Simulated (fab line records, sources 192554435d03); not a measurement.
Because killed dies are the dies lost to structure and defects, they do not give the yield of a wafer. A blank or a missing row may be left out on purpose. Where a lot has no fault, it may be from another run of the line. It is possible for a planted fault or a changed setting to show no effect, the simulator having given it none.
Chamber matching	flow n5-finfet	rie-diel-04 running N5_BEOL_M3_DESCUM_16: 4 sister chambers
The step chemistry O2, time 7 s. 4 wafers are shown with their chamber, then 7 later ones without.

== WAFERS, EACH WITH ITS CHAMBER ==
wafer	chamber	drypump-motor-current-A (A)
L087.4	0	5.1
L087.5	3	5.7
L090.3	2	5.6
L090.4	1	5.9

== WAFERS WITHOUT THEIR CHAMBER ==
wafer	drypump-motor-current-A (A)
L090.5	5.6
L093.1	5.8
L093.2	5.7
L093.5	5.7
L096.2	5.8
L096.5	5.7
L096.6	5.1

== CHAMBER TAKEN BY EACH ==
wafer	from the rows above	in truth
L090.5	can't be placed: 2 or 3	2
L093.1	can't be placed: 3 or 1 or 2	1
L093.2	can't be placed: 3 or 2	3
L093.5	can't be placed: 3 or 2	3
L096.2	can't be placed: 3 or 1 or 2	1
L096.5	can't be placed: 3 or 2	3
L096.6	0	0
Correct placement for 1 of the 7. Unplaceable from these rows: 6, with the true chamber sitting among the candidates in 6. Placed wrongly: 0.
How it was worked out, from the rows above alone: a wafer's distance from a chamber is the root of the sum, over the readings, of the square of ((its reading less the chamber's mean) divided by the reading's scatter). If the next closest chamber is less than 2 further off than the closest, the wafer can't be placed; otherwise it belongs to the closest. Each chamber's mean is taken over the wafers shown for it. The scatter: root of mean squared gap, hidden wafer to nearest shown wafer, with one shown wafer a chamber.
